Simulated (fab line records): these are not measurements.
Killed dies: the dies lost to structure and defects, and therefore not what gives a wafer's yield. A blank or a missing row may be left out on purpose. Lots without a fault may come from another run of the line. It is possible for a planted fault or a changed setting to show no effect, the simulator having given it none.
Which tool did it? / flow n5 finfet / 35 wafers from 12 lots sampled at 5 of the route's 1938 steps

== WHAT EACH GAUGE READ, for each wafer ==
Not one reading of a measure or inspect step in the record can be checked against a usual standard deviation.

== WHAT TOOL EACH LOT RAN ON (gives the tool, then ch and the chambers of the sampled wafers, and finally the start) ==
lot=L537; N5_PMOS_HMC_CHANNEL_EPI_STRIP_33=rie diel-05 ch 0,1,2, day 1 17:14; N5_PASSIVATION_PRE_CLEAN_19=pvd sputter-02, day 11 17:03; N5_PASSIVATION_AL_DEP_21=pvd sputter-02, day 11 17:11; N5_PASSIVATION_PECVD_35=pecvd-02 ch 0,1,2, day 11 19:01; N5_PASSIVATION_PROBE_49=-
lot=L538; N5_PMOS_HMC_CHANNEL_EPI_STRIP_33=rie diel-06 ch 0,2, day 1 23:43; N5_PASSIVATION_PRE_CLEAN_19=pvd sputter-02, day 11 17:53; N5_PASSIVATION_AL_DEP_21=pvd sputter-02, day 11 18:02; N5_PASSIVATION_PECVD_35=pecvd-03 ch 0,1,2, day 11 19:53; N5_PASSIVATION_PROBE_49=prober-02, day 11 23:31
lot=L539; N5_PMOS_HMC_CHANNEL_EPI_STRIP_33=rie diel-05 ch 0,1,2, day 2 06:20; N5_PASSIVATION_PRE_CLEAN_19=pvd sputter-03, day 12 11:50; N5_PASSIVATION_AL_DEP_21=pvd sputter-03, day 12 11:59; N5_PASSIVATION_PECVD_35=pecvd-02 ch 0,1,2, day 12 14:06; N5_PASSIVATION_PROBE_49=-
lot=L540; N5_PMOS_HMC_CHANNEL_EPI_STRIP_33=rie diel-03 ch 0,1,3, day 2 12:04; N5_PASSIVATION_PRE_CLEAN_19=pvd sputter-02, day 12 04:28; N5_PASSIVATION_AL_DEP_21=pvd sputter-02, day 12 04:37; N5_PASSIVATION_PECVD_35=pecvd-04 ch 0,2, day 12 06:29; N5_PASSIVATION_PROBE_49=prober-01, day 12 10:04
lot=L541; N5_PMOS_HMC_CHANNEL_EPI_STRIP_33=rie diel-06 ch 0,2, day 2 17:21; N5_PASSIVATION_PRE_CLEAN_19=pvd sputter-02, day 12 13:40; N5_PASSIVATION_AL_DEP_21=pvd sputter-02, day 12 13:49; N5_PASSIVATION_PECVD_35=pecvd-03 ch 0,1, day 12 15:38; N5_PASSIVATION_PROBE_49=prober-01, day 12 19:49
lot=L542; N5_PMOS_HMC_CHANNEL_EPI_STRIP_33=rie diel-05 ch 0,2,3, day 2 23:48; N5_PASSIVATION_PRE_CLEAN_19=pvd sputter-03, day 13 02:47; N5_PASSIVATION_AL_DEP_21=pvd sputter-03, day 13 02:56; N5_PASSIVATION_PECVD_35=pecvd-02 ch 0,1,2, day 13 04:49; N5_PASSIVATION_PROBE_49=-
lot=L543; N5_PMOS_HMC_CHANNEL_EPI_STRIP_33=rie diel-05 ch 2,3, day 3 05:28; N5_PASSIVATION_PRE_CLEAN_19=pvd sputter-03, day 13 06:45; N5_PASSIVATION_AL_DEP_21=pvd sputter-03, day 13 06:53; N5_PASSIVATION_PECVD_35=pecvd-02 ch 0,2, day 13 08:40; N5_PASSIVATION_PROBE_49=-
lot=L548; N5_PMOS_HMC_CHANNEL_EPI_STRIP_33=rie diel-05 ch 1,3, day 4 14:08; N5_PASSIVATION_PRE_CLEAN_19=pvd sputter-03, day 14 22:25; N5_PASSIVATION_AL_DEP_21=pvd sputter-03, day 14 22:33; N5_PASSIVATION_PECVD_35=pecvd-03 ch 0,2, day 15 00:25; N5_PASSIVATION_PROBE_49=prober-01, day 15 04:44
lot=L554; N5_PMOS_HMC_CHANNEL_EPI_STRIP_33=rie diel-03 ch 0,3, day 5 23:44; N5_PASSIVATION_PRE_CLEAN_19=pvd sputter-01, day 16 02:11; N5_PASSIVATION_AL_DEP_21=pvd sputter-01, day 16 02:20; N5_PASSIVATION_PECVD_35=pecvd-03 ch 0,2, day 16 04:18; N5_PASSIVATION_PROBE_49=prober-01, day 16 08:16
lot=L556; N5_PMOS_HMC_CHANNEL_EPI_STRIP_33=rie diel-06 ch 0,1,3, day 6 11:53; N5_PASSIVATION_PRE_CLEAN_19=pvd sputter-03, day 16 13:03; N5_PASSIVATION_AL_DEP_21=pvd sputter-03, day 16 13:11; N5_PASSIVATION_PECVD_35=pecvd-04 ch 0,1, day 16 15:05; N5_PASSIVATION_PROBE_49=prober-02, day 16 18:51
lot=L559; N5_PMOS_HMC_CHANNEL_EPI_STRIP_33=rie diel-06 ch 0,1,2, day 7 05:29; N5_PASSIVATION_PRE_CLEAN_19=pvd sputter-03, day 17 21:17; N5_PASSIVATION_AL_DEP_21=pvd sputter-03, day 17 21:25; N5_PASSIVATION_PECVD_35=pecvd-03 ch 0,2, day 17 23:34; N5_PASSIVATION_PROBE_49=-
lot=L560; N5_PMOS_HMC_CHANNEL_EPI_STRIP_33=rie diel-06 ch 0,2,3, day 7 11:28; N5_PASSIVATION_PRE_CLEAN_19=pvd sputter-02, day 17 20:14; N5_PASSIVATION_AL_DEP_21=pvd sputter-02, day 17 20:22; N5_PASSIVATION_PECVD_35=pecvd-02 ch 1,2, day 17 22:08; N5_PASSIVATION_PROBE_49=prober-01, day 18 02:44
- N5_PMOS_HMC_CHANNEL_EPI_STRIP_33: strips in N2/H2.
- N5_PASSIVATION_PRE_CLEAN_19
- N5_PASSIVATION_AL_DEP_21: deposits Al, target thk 2800 nm, time 170 s.
- N5_PASSIVATION_PECVD_35: deposits SiNx from SiH4/NH3/N2, target thk 700 nm, time 151.3 s.
- N5_PASSIVATION_PROBE_49

== AS READ BY THE TOOLS THEMSELVES (means over the sampled wafers that have a number; for cases with no such wafer, the mark the record gives instead) ==
N5_PMOS_HMC_CHANNEL_EPI_STRIP_33. Usual: drypump motor current A 5.75 A, standard deviation 0.27; oes product au 0.77 a.u., standard deviation 0.073; rf vpp V 54.1 V, standard deviation 2; showerhead plenum p Torr 3.34 Torr, standard deviation 0.097; throttle valve pct 19.03 %, standard deviation 0.27.
lot=L537; tool=rie diel-05; drypump motor current A (A)=5.75; oes product au (a.u.)=0.84; rf vpp V (V)=55.2; showerhead plenum p Torr (Torr)=3.34; throttle valve pct (%)=18.69; flag=
lot=L538; tool=rie diel-06; drypump motor current A (A)=5.73; oes product au (a.u.)=0.76; rf vpp V (V)=54.5; showerhead plenum p Torr (Torr)=3.36; throttle valve pct (%)=19.08; flag=
lot=L539; tool=rie diel-05; drypump motor current A (A)=5.74; oes product au (a.u.)=0.83; rf vpp V (V)=55.3; showerhead plenum p Torr (Torr)=3.34; throttle valve pct (%)=18.72; flag=
lot=L540; tool=rie diel-03; drypump motor current A (A)=5.62; oes product au (a.u.)=0.76; rf vpp V (V)=54.0; showerhead plenum p Torr (Torr)=3.33; throttle valve pct (%)=19.29; flag=
lot=L541; tool=rie diel-06; drypump motor current A (A)=5.64; oes product au (a.u.)=0.74; rf vpp V (V)=53.1; showerhead plenum p Torr (Torr)=3.37; throttle valve pct (%)=19.06; flag=
lot=L542; tool=rie diel-05; drypump motor current A (A)=5.87; oes product au (a.u.)=0.80; rf vpp V (V)=53.7; showerhead plenum p Torr (Torr)=3.28; throttle valve pct (%)=18.96; flag=
lot=L543; tool=rie diel-05; drypump motor current A (A)=5.77; oes product au (a.u.)=0.84; rf vpp V (V)=52.9; showerhead plenum p Torr (Torr)=3.34; throttle valve pct (%)=18.97; flag=
lot=L548; tool=rie diel-05; drypump motor current A (A)=5.88; oes product au (a.u.)=0.73; rf vpp V (V)=52.6; showerhead plenum p Torr (Torr)=3.29; throttle valve pct (%)=19.03; flag=
lot=L554; tool=rie diel-03; drypump motor current A (A)=5.30; oes product au (a.u.)=0.74; rf vpp V (V)=52.8; showerhead plenum p Torr (Torr)=3.35; throttle valve pct (%)=19.38; flag=
lot=L556; tool=rie diel-06; drypump motor current A (A)=5.86; oes product au (a.u.)=0.81; rf vpp V (V)=53.9; showerhead plenum p Torr (Torr)=3.42; throttle valve pct (%)=19.09; flag=
lot=L559; tool=rie diel-06; drypump motor current A (A)=5.77; oes product au (a.u.)=0.72; rf vpp V (V)=51.5; showerhead plenum p Torr (Torr)=3.40; throttle valve pct (%)=19.09; flag=
lot=L560; tool=rie diel-06; drypump motor current A (A)=5.72; oes product au (a.u.)=0.80; rf vpp V (V)=53.7; showerhead plenum p Torr (Torr)=3.37; throttle valve pct (%)=19.12; flag=

N5_PASSIVATION_PRE_CLEAN_19. Usual: heater power w at 443 W, with a standard deviation of 46.
lot=L537; tool=pvd sputter-02; heater power w (W)=455; flag=
lot=L538; tool=pvd sputter-02; heater power w (W)=450; flag=
lot=L539; tool=pvd sputter-03; heater power w (W)=372; flag=
lot=L540; tool=pvd sputter-02; heater power w (W)=455; flag=
lot=L541; tool=pvd sputter-02; heater power w (W)=470; flag=
lot=L542; tool=pvd sputter-03; heater power w (W)=441; flag=
lot=L543; tool=pvd sputter-03; heater power w (W)=447; flag=
lot=L548; tool=pvd sputter-03; heater power w (W)=424; flag=
lot=L554; tool=pvd sputter-01; heater power w (W)=460; flag=
lot=L556; tool=pvd sputter-03; heater power w (W)=422; flag=
lot=L559; tool=pvd sputter-03; heater power w (W)=452; flag=
lot=L560; tool=pvd sputter-02; heater power w (W)=465; flag=

N5_PASSIVATION_AL_DEP_21. Usual: throttle valve pct at 29.9 %, with a standard deviation of 0.83.
lot=L537; tool=pvd sputter-02; throttle valve pct (%)=29.5; flag=
lot=L538; tool=pvd sputter-02; throttle valve pct (%)=29.3; flag=
lot=L539; tool=pvd sputter-03; throttle valve pct (%)=30.3; flag=
lot=L540; tool=pvd sputter-02; throttle valve pct (%)=30.1; flag=
lot=L541; tool=pvd sputter-02; throttle valve pct (%)=30.1; flag=
lot=L542; tool=pvd sputter-03; throttle valve pct (%)=29.8; flag=
lot=L543; tool=pvd sputter-03; throttle valve pct (%)=30.1; flag=
lot=L548; tool=pvd sputter-03; throttle valve pct (%)=30.2; flag=
lot=L554; tool=pvd sputter-01; throttle valve pct (%)=29.4; flag=
lot=L556; tool=pvd sputter-03; throttle valve pct (%)=30.0; flag=
lot=L559; tool=pvd sputter-03; throttle valve pct (%)=30.1; flag=
lot=L560; tool=pvd sputter-02; throttle valve pct (%)=30.2; flag=

N5_PASSIVATION_PECVD_35. Usual: heater power w 391 W, standard deviation 68; rf fwd power W 1400 W, standard deviation 4.9; showerhead plenum p Torr 8.64 Torr, standard deviation 0.07; throttle valve pct 29.0 %, standard deviation 1.7.
lot=L537; tool=pecvd-02; heater power w (W)=449; rf fwd power W (W)=1398; showerhead plenum p Torr (Torr)=8.61; throttle valve pct (%)=28.1; flag=
lot=L538; tool=pecvd-03; heater power w (W)=398; rf fwd power W (W)=1397; showerhead plenum p Torr (Torr)=8.69; throttle valve pct (%)=29.3; flag=
lot=L539; tool=pecvd-02; heater power w (W)=389; rf fwd power W (W)=1402; showerhead plenum p Torr (Torr)=8.60; throttle valve pct (%)=28.3; flag=
lot=L540; tool=pecvd-04; heater power w (W)=338; rf fwd power W (W)=1399; showerhead plenum p Torr (Torr)=8.64; throttle valve pct (%)=29.9; flag=
lot=L541; tool=pecvd-03; heater power w (W)=423; rf fwd power W (W)=1400; showerhead plenum p Torr (Torr)=8.79; throttle valve pct (%)=29.2; flag=
lot=L542; tool=pecvd-02; heater power w (W)=369; rf fwd power W (W)=1404; showerhead plenum p Torr (Torr)=8.61; throttle valve pct (%)=28.3; flag=
lot=L543; tool=pecvd-02; heater power w (W)=397; rf fwd power W (W)=1406; showerhead plenum p Torr (Torr)=8.61; throttle valve pct (%)=27.6; flag=
lot=L548; tool=pecvd-03; heater power w (W)=409; rf fwd power W (W)=1395; showerhead plenum p Torr (Torr)=8.72; throttle valve pct (%)=28.7; flag=
lot=L554; tool=pecvd-03; heater power w (W)=430; rf fwd power W (W)=1396; showerhead plenum p Torr (Torr)=8.68; throttle valve pct (%)=28.9; flag=
lot=L556; tool=pecvd-04; heater power w (W)=413; rf fwd power W (W)=1402; showerhead plenum p Torr (Torr)=8.63; throttle valve pct (%)=31.2; flag=
lot=L559; tool=pecvd-03; heater power w (W)=453; rf fwd power W (W)=1403; showerhead plenum p Torr (Torr)=8.71; throttle valve pct (%)=28.7; flag=
lot=L560; tool=pecvd-02; heater power w (W)=439; rf fwd power W (W)=1398; showerhead plenum p Torr (Torr)=8.58; throttle valve pct (%)=28.0; flag=

N5_PASSIVATION_PROBE_49. Usual: killed_at_M0_to_M3 33, standard deviation 9.1; killed_at_M4_up 14, standard deviation 5.6; killed at contacts 13, standard deviation 5.7; killed at front end 42, standard deviation 12; killed at other 4, standard deviation 3; killed dies 105, standard deviation 16; killed on rim 13, standard deviation 4; killed open 69, standard deviation 11; killed short 34, standard deviation 7.5.
lot=L538; tool=prober-02; killed_at_M0_to_M3=25; killed_at_M4_up=9; killed at contacts=17; killed at front end=42; killed at other=5; killed dies=97; killed on rim=9; killed open=60; killed short=35; flag=
lot=L540; tool=prober-01; killed_at_M0_to_M3=52; killed_at_M4_up=12; killed at contacts=12; killed at front end=43; killed at other=2; killed dies=121; killed on rim=16; killed open=76; killed short=42; flag=
lot=L541; tool=prober-01; killed_at_M0_to_M3=28; killed_at_M4_up=12; killed at contacts=16; killed at front end=39; killed at other=3; killed dies=99; killed on rim=9; killed open=59; killed short=38; flag=
lot=L548; tool=prober-01; killed_at_M0_to_M3=21; killed_at_M4_up=14; killed at contacts=11; killed at front end=149; killed at other=2; killed dies=197; killed on rim=31; killed open=65; killed short=26; flag=OFF
lot=L554; tool=prober-01; killed_at_M0_to_M3=26; killed_at_M4_up=10; killed at contacts=2; killed at front end=26; killed at other=6; killed dies=70; killed on rim=12; killed open=47; killed short=23; flag=
lot=L556; tool=prober-02; killed_at_M0_to_M3=45; killed_at_M4_up=9; killed at contacts=11; killed at front end=48; killed at other=2; killed dies=114; killed on rim=15; killed open=83; killed short=29; flag=
lot=L560; tool=prober-01; killed_at_M0_to_M3=28; killed_at_M4_up=10; killed at contacts=15; killed at front end=54; killed at other=7; killed dies=115; killed on rim=13; killed open=70; killed short=39; flag=

== THE ANSWER, worked out from the rows above alone ==
Rule: a lot is off if the mean of its wafers that have a number lies more than 3 standard deviations from the usual mean. Also off: a lot with no number at a reading for which 4 or more lots have one. Where the step has rows for the other lots, those lots are counted as sound. After the gauges, taken in route order, come the tools' own readings; for these a lot's mean is taken, as printed above. The first step at which some lot is off is used, and at that step the reading that is off furthest; a lot without a number counts as furthest.
Off: L548 (N5_PASSIVATION_PROBE_49, killed at front end). Neither off nor sound, because the step has no rows for them: L537, L539, L542, L543, L559.
If a tool, at that step or one of the process steps before it, ran each lot that is off and ran no sound lot following the first of them, it fits. One fits: rie diel-05 at N5_PMOS_HMC_CHANNEL_EPI_STRIP_33. It ran no sound lot before its first lot that is off in this sample, so the start can't be narrowed down.

== WHAT THE SIMULATOR PUT IN ==
Chamber particle source: rie diel-05, from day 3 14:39 on, at N5_PMOS_HMC_CHANNEL_EPI_STRIP_33. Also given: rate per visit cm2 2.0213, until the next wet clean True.
Lots struck among those shown: L548. The same result came from the rule above.
